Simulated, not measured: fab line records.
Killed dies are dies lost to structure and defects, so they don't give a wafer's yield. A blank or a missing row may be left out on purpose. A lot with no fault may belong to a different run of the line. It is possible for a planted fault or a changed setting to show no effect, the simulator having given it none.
Comparing a struck lot with a sound one -- flow n5_finfet -- 40 out of 1938 route steps
Sound: wafers L852.1, L852.2, L852.6. Struck: wafer L842.4; the same lot's L842.5 was not struck, so it is left out; see the end for the cause.
Per side, at each step with rows, come the tool, then ch with its chambers, and then its first start. Under that, the readings that differ: sound wafers -- struck wafers -- difference of the means -- sigmas: that difference in standard deviations of wafers without a fault.
alike: same words and numbers on both sides, and readings whose means sit less than 2 such deviations apart. not compared: any withheld reading, any reading some wafer has no value for, any bound like >300 that may hide the same value, and any number with overlapping values for which the record gives no deviation.
A row with sigmas, a row that says differs or no value, or rows on one side alone: a step with any of these is where the two part. Numbers that have no deviation but don't overlap get no sigmas and don't part them. A reading missing from all wafers of one side parts the sides only when that side holds two or more wafers.

first, 9 steps without rows for these wafers: N5_BEOL_M4_ANNEAL_95 (time 240 s); N5_BEOL_M4_SPUTTER_96 (material Cu, target thk 4.5 nm, time 8.29 s); N5_BEOL_M4_ECD_50 (material Cu, target thk 300 nm); N5_BEOL_M4_ANNEAL_51 (time 90 s); N5_BEOL_M4_CMP_52 (polishes, stops on SiOC, t overpolish 6.8 s, target thk 40 nm); N5_BEOL_M4_PRE_CLEAN_60 (time 15 s); N5_BEOL_M4_CO_CAP_55 (material Co, precursor CCTBA/H2, target thk 2 nm, time 102.1 s); N5_BEOL_M4_PRE_CLEAN_56 (time 15 s); N5_BEOL_M4_DEP_57 (deposits SiCN from 3MS/NH3, target thk 8 nm, time 14 s).
N5_BEOL_M4_RC_MEAS_101:
  sound on prober-01 ch 0, day 14 08:47; struck on prober-02 ch 0, day 10 22:37
  alike: DIBL_N, DIBL_P, IOFF_N, IOFF_P, ION_N, ION_P, SS_N, SS_P, VT_N, VT_P
then, 24 steps without rows for these wafers: N5_BEOL_M5_ILD_DEP_00 (deposits SiCOH lowk from DEMS/porogen, target thk 140.64 nm, time 25.9 s); N5_BEOL_M5_CURE_79 (cures SiCOH lowk, time 240 s); N5_BEOL_M5_PECVD_70 (deposits SiO2 from TEOS/O2, target thk 16 nm, time 18 s); N5_BEOL_M5_HM_DEP_02 (deposits TiN, target thk 20 nm); N5_BEOL_M5_COAT_59 (time 60 s, resist thk 60 nm); N5_BEOL_M5_COAT_60 (time 60 s, resist thk 12 nm); N5_BEOL_M5_COAT_71 (time 60 s, resist thk 5 nm); N5_BEOL_M5_COAT_05 (resist thk 30 nm); N5_BEOL_M5_EBR_07; N5_BEOL_M5_SOFTBAKE_06 (time 60 s); N5_BEOL_M5_EXPOSE_08 (exposes mask M5, target cd 28 nm); N5_BEOL_M5_PEB_09 (peb time 60 s); N5_BEOL_M5_DEVELOP_10 (develop time 30 s); N5_BEOL_M5_DESCUM_16 (chemistry O2, time 7 s); N5_BEOL_M5_ETCH_72 (etches underlayer in N2/H2, target depth 6.5 nm, time 5.2 s); N5_BEOL_M5_ETCH_61 (etches SiARC in CF4, target depth 15.6 nm, time 26 s); N5_BEOL_M5_ETCH_62 (etches SOC in N2/H2, target depth 75 nm, overetch 15 nm, time 112.5 s); N5_BEOL_M5_STRIP_63 (strips in N2/H2); N5_BEOL_M5_STRIP_73 (strips in N2/H2); N5_BEOL_M5_STRIP_64 (strips in CF4); N5_BEOL_M5_HM_OPEN_17 (chemistry Cl2/BCl3, target TiN, target depth 20 nm, overetch 6 nm); N5_BEOL_M5_STRIP_19 (strips in O2); N5_BEOL_M5_COAT_65 (time 60 s, resist thk 60 nm); N5_BEOL_M5_COAT_66 (time 60 s, resist thk 12 nm).
-- a jump in the record: the struck wafers' starts before and after are 3 days apart (it breaks off in module BEOL_M5 and resumes in module BEOL_M14, where the first step shown is number 1716 of the route) --
N5_BEOL_M14_ILD_DEP_00: deposits SiO2 from TEOS/O2, target thk 1119.3 nm, time 237.4 s.
  sound on pecvd-02 ch 1,2, day 17 09:02; struck on pecvd-04 ch 0, day 14 06:55
reading,sound,struck,difference,sigmas
run_length_s (s),280.9 280.4 280.3,122.2,-158.3,-99 or more
model.SiO2_of_BEOL_M14_ILD_DEP_00.thk_nm (nm),1084 1130 1138,350.2,-767.1,
  alike: heater_power_w, showerhead_plenum_p_Torr, throttle_valve_pct
  not compared: rf_fwd_power_W, since_wet_clean_h, susceptor_temp_C
N5_BEOL_M14_THK_MEAS_01:
  sound on film_metro-02, day 17 09:14; struck on film_metro-01, day 14 07:01
reading,sound,struck,difference,sigmas
M14_ILD_THK (nm),1084 1130 1138,350,-767,-45
N5_BEOL_M14_VIA_ETCH_16: etches SiO2 in C4F8/O2/Ar, target depth 1231.3 nm.
  sound on rie_diel-01 ch 0,1, day 17 09:50; struck on rie_diel-01 ch 3, day 14 07:47
reading,sound,struck,difference,sigmas
rf_fwd_power_W (W),1898 1901 1904,1884,-17,-3
model.etch.depth_nm (nm),1084 1130 1138,350.2,-767.1,
model.coat_of_BEOL_M14_COAT_04.thk_nm (nm),460 449.2 445.2,636.6,+185.1,
  alike: drypump_motor_current_A, oes_product_au, rf_vpp_V, showerhead_plenum_p_Torr, throttle_valve_pct
N5_BEOL_M14_CD_MEAS_17: target cd 250 nm.
  sound on cd_sem-02, day 17 10:11; struck on cd_sem-03, day 14 08:08
reading,sound,struck,difference,sigmas
cd_nm (nm),247.7 252.2 249.0,242.4,-7.2,-4
N5_BEOL_M14_CMP_49: polishes, stops on SiO2, t overpolish 5.2 s, target thk 560 nm.
  sound on cmp-04 ch 0,2,3, day 17 14:59; struck on cmp-03 ch 2, day 14 13:15
reading,sound,struck,difference,sigmas
model.SiO2_of_BEOL_M14_ILD_DEP_00.thk_nm (nm),1006 1049 1058,270.6,-767.1,
  alike: motor_current_A
N5_PASSIVATION_PROBE_49:
  sound on prober-02, day 18 09:34; struck on prober-01, day 15 11:35
reading,sound,struck,difference,sigmas
defect_limited_yield (%),92.6 91.7 90.9,0,-92,-61
killed_at_M4_up,9 14 9,1096,+1085,+99 or more
killed_dies,87 98 107,1180,+1083,+64
killed_on_rim,19 12 13,152,+137,+31
sort_n_pass,1093 1082 1073,0,-1083,-64
sort_yield_pct (%),92.6 91.7 90.9,0,-92,-61
  alike: killed_at_M0_to_M3, killed_at_contacts, killed_at_front_end, killed_at_other, killed_open, killed_short, sort_bin_5_function, sort_bin_6_memory

WHERE THEY PART
Last at N5_PASSIVATION_PROBE_49 as far as this record goes, first at N5_BEOL_M14_ILD_DEP_00.

WHY: what the simulator had put in
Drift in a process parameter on pecvd-04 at N5_BEOL_M14_ILD_DEP_00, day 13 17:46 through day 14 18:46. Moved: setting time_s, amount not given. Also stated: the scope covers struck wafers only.
